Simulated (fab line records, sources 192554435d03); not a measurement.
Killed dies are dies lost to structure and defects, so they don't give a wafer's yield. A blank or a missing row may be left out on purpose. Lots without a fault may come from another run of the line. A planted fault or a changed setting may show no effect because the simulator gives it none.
A struck lot beside a sound one | flow n5_finfet | 28 steps out of a route of 1938
Sound: wafers L963.3, L963.4, L963.6. Struck: wafers L980.2, L980.3, L980.6. The cause comes at the end.
At each step with rows: each side's tool, then ch and its chambers, then its first start. Under that, the readings that differ: sound wafers | struck wafers | difference of the means | sigmas: that difference in standard deviations of wafers without a fault.
alike: readings whose means differ by less than 2 such deviations, and words and numbers that are the same on both sides. not compared: withheld readings, readings that some wafer has no value for, bounds like >300 that may hide the same value, and numbers for which the record gives no deviation and whose values overlap.
The two part at a step that has a row with sigmas, a row that says differs or no value, or rows on one side only. Numbers that don't overlap but have no deviation are shown without sigmas and don't part them. A reading that every wafer of one side lacks parts them only if that side has two wafers or more.

first, 2 steps without rows for these wafers: N5_DUMMY_GATE_SRD_26 (time 30 s); N5_DUMMY_GATE_UV_OZONE_45 (time 120 s).
N5_DUMMY_GATE_INSPECT_27: inspects for defects (brightfield).
  sound on defect_inspect-02, day 2 23:41; struck on defect_inspect-02, day 7 03:58
  alike: raw_defect_count
N5_SPACER0_ALD_07: deposits SiNx, target thk 2 nm.
  sound on ald_sin-04 ch 0,2,3, day 2 23:52; struck on ald_sin-02 ch 0,2,3, day 7 04:37
  alike: heater_power_w
N5_SPACER0_ALD_00: deposits SiOCN, target thk 3.5 nm, pulse time 3 s, purge time 2 s.
  sound on ald_sin-04 ch 0,2,3, day 3 00:01; struck on ald_sin-02 ch 0,2,3, day 7 04:46
  alike: heater_power_w, precursor_pulse_height_rel
then, 1 step without rows for these wafers: N5_SPACER0_ALD_08 (deposits SiNx, target thk 2 nm).
N5_SPACER0_INSPECT_04: inspects for defects (darkfield).
  sound on defect_inspect-02, day 3 00:26; struck on defect_inspect-01, day 7 05:11
  alike: raw_defect_count
then, 5 steps without rows for these wafers: N5_SD_EPI_N_COAT_32 (time 60 s, resist thk 350 nm); N5_SD_EPI_N_COAT_33 (time 60 s, resist thk 35 nm); N5_SD_EPI_N_COAT_03 (resist thk 150 nm); N5_SD_EPI_N_EBR_05; N5_SD_EPI_N_SOFTBAKE_04 (time 60 s).
N5_SD_EPI_N_EXPOSE_06: exposes mask SD N BLK, target cd 120 nm.
  sound on arfi_scanner-03 ch 0, day 3 00:36; struck on arfi_scanner-01 ch 0, day 7 05:28
  reading              | sound             | struck            | difference | sigmas
  exposure_dose_mJ_cm2 | 39.70 39.71 39.70 | 43.59 43.58 43.53 | +3.86      | +99 or more
  alike: mask, reticle_temp_C
then, 2 steps without rows for these wafers: N5_SD_EPI_N_PEB_07 (peb time 60 s); N5_SD_EPI_N_DEVELOP_08 (develop time 30 s).
N5_SD_EPI_N_CD_MEAS_09: target cd 120 nm.
  sound on cd_sem-01 ch 0, day 3 00:43; struck on cd_sem-01 ch 0, day 7 05:35
  reading    | sound             | struck            | difference | sigmas
  cd_nm (nm) | 118.6 119.8 119.9 | 127.2 127.0 127.9 | +7.9       | +9
N5_SD_EPI_N_OVL_MEAS_10:
  sound on overlay-01 ch 0, day 3 00:44; struck on overlay-02 ch 0, day 7 05:37
  alike: SD_N_BLK_OVL
N5_SD_EPI_N_INSPECT_11: inspects for defects (macro).
  sound on defect_inspect-01, day 3 00:46; struck on defect_inspect-01, day 7 05:38
  alike: raw_defect_count
N5_SD_EPI_N_DESCUM_14: chemistry O2, time 7.9 s.
  sound on rie_diel-04 ch 0,1, day 3 00:48; struck on rie_diel-03 ch 0,1,2, day 7 05:54
  reading                   | sound             | struck            | difference | sigmas
  model.SD_EPI_N.cd_nm (nm) | 118.4 119.8 119.8 | 127.4 127.4 127.8 | +8.2       |
  alike: drypump_motor_current_A, oes_product_au, rf_vpp_V, showerhead_plenum_p_Torr, throttle_valve_pct
  not compared: rf_hours_counter_h
N5_SD_EPI_N_ETCH_34: etches SiARC in CF4, target depth 45.5 nm, time 75.8 s.
  sound on rie_diel-04 ch 0,1, day 3 00:50; struck on rie_diel-03 ch 0,1,2, day 7 05:56
  alike: drypump_motor_current_A, etch_rf_on_time_s, oes_product_au, rf_vpp_V, showerhead_plenum_p_Torr, throttle_valve_pct
  not compared: rf_hours_counter_h
then, 3 steps without rows for these wafers: N5_SD_EPI_N_ETCH_35 (etches SOC in N2/H2, overetch 108 nm, time 486 s); N5_SD_EPI_N_STRIP_36 (strips in N2/H2); N5_SD_EPI_N_ETCHBACK_44 (etches SiNx in CH3F/O2, stops on SiO2, target depth 14.5 nm).
N5_SD_EPI_N_ETCH_45: etches SiOCN in CH3F/O2, target depth 6 nm.
  sound on rie_diel-04 ch 0,1, day 3 01:19; struck on rie_diel-03 ch 0,1,2, day 7 06:25
  alike: drypump_motor_current_A, oes_product_au, rf_vpp_V, showerhead_plenum_p_Torr, throttle_valve_pct
  not compared: rf_hours_counter_h
then, 2 steps without rows for these wafers: N5_SD_EPI_N_ETCH_16 (etches SiO2 in CHF3/O2, target depth 5 nm); N5_SD_EPI_N_STRIP_47 (strips in CHF3/O2).
N5_SD_EPI_N_SD_RECESS_17: chemistry HBr/Cl2/O2, target depth 41 nm, time 23.7 s, bt time 3 s.
  sound on rie_si-05 ch 0,3, day 3 01:29; struck on rie_si-05 ch 2,3, day 7 06:35
  reading                   | sound         | struck            | difference | sigmas
  model.SD_EPI_N.cd_nm (nm) | 118.2 119 119 | 127.2 126.6 128.2 | +8.6       |
  alike: drypump_motor_current_A, oes_product_au, throttle_valve_pct
  not compared: rf_hours_counter_h
N5_SD_EPI_N_STRIP_38: strips in N2/H2.
  sound on plasma_asher-02 ch 0,1, day 3 01:36; struck on plasma_asher-01 ch 0,1, day 7 06:41
  alike: drypump_motor_current_A, h2_flow_sccm, heater_power_w, oes_product_au
  not compared: rf_hours_counter_h

WHERE THEY PART
First at N5_SD_EPI_N_EXPOSE_06; last, within this record, at N5_SD_EPI_N_CD_MEAS_09. Later steps at which nothing parts them and some readings are alike: N5_SD_EPI_N_OVL_MEAS_10, N5_SD_EPI_N_INSPECT_11, N5_SD_EPI_N_DESCUM_14, N5_SD_EPI_N_ETCH_34, N5_SD_EPI_N_ETCH_45, N5_SD_EPI_N_SD_RECESS_17, N5_SD_EPI_N_STRIP_38.

WHY: what the simulator had put in
Process parameter drift: arfi_scanner-01, from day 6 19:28 on, at N5_SD_EPI_N_EXPOSE_06. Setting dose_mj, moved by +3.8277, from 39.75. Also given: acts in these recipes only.
